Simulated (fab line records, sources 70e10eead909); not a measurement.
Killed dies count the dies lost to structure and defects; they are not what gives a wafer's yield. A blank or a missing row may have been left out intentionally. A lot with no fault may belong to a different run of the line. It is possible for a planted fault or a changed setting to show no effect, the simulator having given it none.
Which tool was responsible? :: flow nand_harc :: 6 lots with 18 wafers sampled at 5 steps, on a route of 1159 steps

WHAT EACH GAUGE READ, for each wafer
NHARC_END_SORT_01.
lot: L221
measured: day 24 23:58
on: prober-01
killed_at_array: 670 27 18

TOOL THAT RAN EACH LOT (tool first, then ch and the chambers of the sampled wafers, then the start)
lot: L203
NHARC_A_BLC_PVD_32: pvd_sputter-03, day 17 16:08
NHARC_A_BONDPAD_DEGAS_25: pvd_sputter-02, day 18 04:54
NHARC_A_BONDPAD_ANNEAL_28: rtp_anneal-02 ch 0, day 18 05:41
NHARC_HYBRID_BOND_ACTIVATE_00: rie_diel-07 ch 0,2, day 18 06:40

lot: L202
NHARC_A_BLC_PVD_32: pvd_sputter-02, day 17 21:17
NHARC_A_BONDPAD_DEGAS_25: pvd_sputter-01, day 18 13:14
NHARC_A_BONDPAD_ANNEAL_28: rtp_anneal-02 ch 0, day 18 13:59
NHARC_HYBRID_BOND_ACTIVATE_00: rie_diel-04 ch 1,2,3, day 18 14:55

lot: L209
NHARC_A_BLC_PVD_32: pvd_sputter-02, day 19 15:35
NHARC_A_BONDPAD_DEGAS_25: pvd_sputter-02, day 20 03:58
NHARC_A_BONDPAD_ANNEAL_28: rtp_anneal-01 ch 0, day 20 04:59
NHARC_HYBRID_BOND_ACTIVATE_00: rie_diel-04 ch 0,1, day 20 05:55

lot: L214
NHARC_A_BLC_PVD_32: pvd_sputter-03, day 21 07:13
NHARC_A_BONDPAD_DEGAS_25: pvd_sputter-03, day 22 00:06
NHARC_A_BONDPAD_ANNEAL_28: rtp_anneal-01 ch 0, day 22 01:04
NHARC_HYBRID_BOND_ACTIVATE_00: rie_diel-04 ch 0,2,3, day 22 02:11

lot: L216
NHARC_A_BLC_PVD_32: pvd_sputter-03, day 21 21:28
NHARC_A_BONDPAD_DEGAS_25: pvd_sputter-02, day 22 15:14
NHARC_A_BONDPAD_ANNEAL_28: rtp_anneal-01 ch 0, day 22 16:04
NHARC_HYBRID_BOND_ACTIVATE_00: rie_diel-04 ch 0,2,3, day 22 17:01

lot: L221
NHARC_A_BLC_PVD_32: pvd_sputter-03, day 22 22:46
NHARC_A_BONDPAD_DEGAS_25: pvd_sputter-03, day 23 16:22
NHARC_A_BONDPAD_ANNEAL_28: rtp_anneal-02 ch 0, day 23 17:17
NHARC_HYBRID_BOND_ACTIVATE_00: rie_diel-04 ch 1,2, day 23 18:05
- NHARC_A_BLC_PVD_32: deposits Ti, target thk 5 nm, time 17.7 s.
- NHARC_A_BONDPAD_DEGAS_25: time 60 s.
- NHARC_A_BONDPAD_ANNEAL_28: time 90 s.
- NHARC_HYBRID_BOND_ACTIVATE_00: chemistry N2, time 60 s.

THE ANSWER, worked out from the rows above alone
Rule: what is usual is taken from the lots themselves. Put in order of their means at a reading, lots are off if they are a third of the lots or fewer, leave a main group of 4 or more, and stand apart from it by a gap of 3 or more times the standard deviation of the main group's means; of several such gaps the widest counts. A main group is skipped when, at the precision printed for the reading in the tables above, its means are all equal. A lot without any number at a reading at which 4 lots or more have one is off too. All remaining lots with rows at the step are treated as sound.
No lot is off on any of the readings shown, so nothing can be concluded from this.

WHAT THE SIMULATOR HAD PUT IN
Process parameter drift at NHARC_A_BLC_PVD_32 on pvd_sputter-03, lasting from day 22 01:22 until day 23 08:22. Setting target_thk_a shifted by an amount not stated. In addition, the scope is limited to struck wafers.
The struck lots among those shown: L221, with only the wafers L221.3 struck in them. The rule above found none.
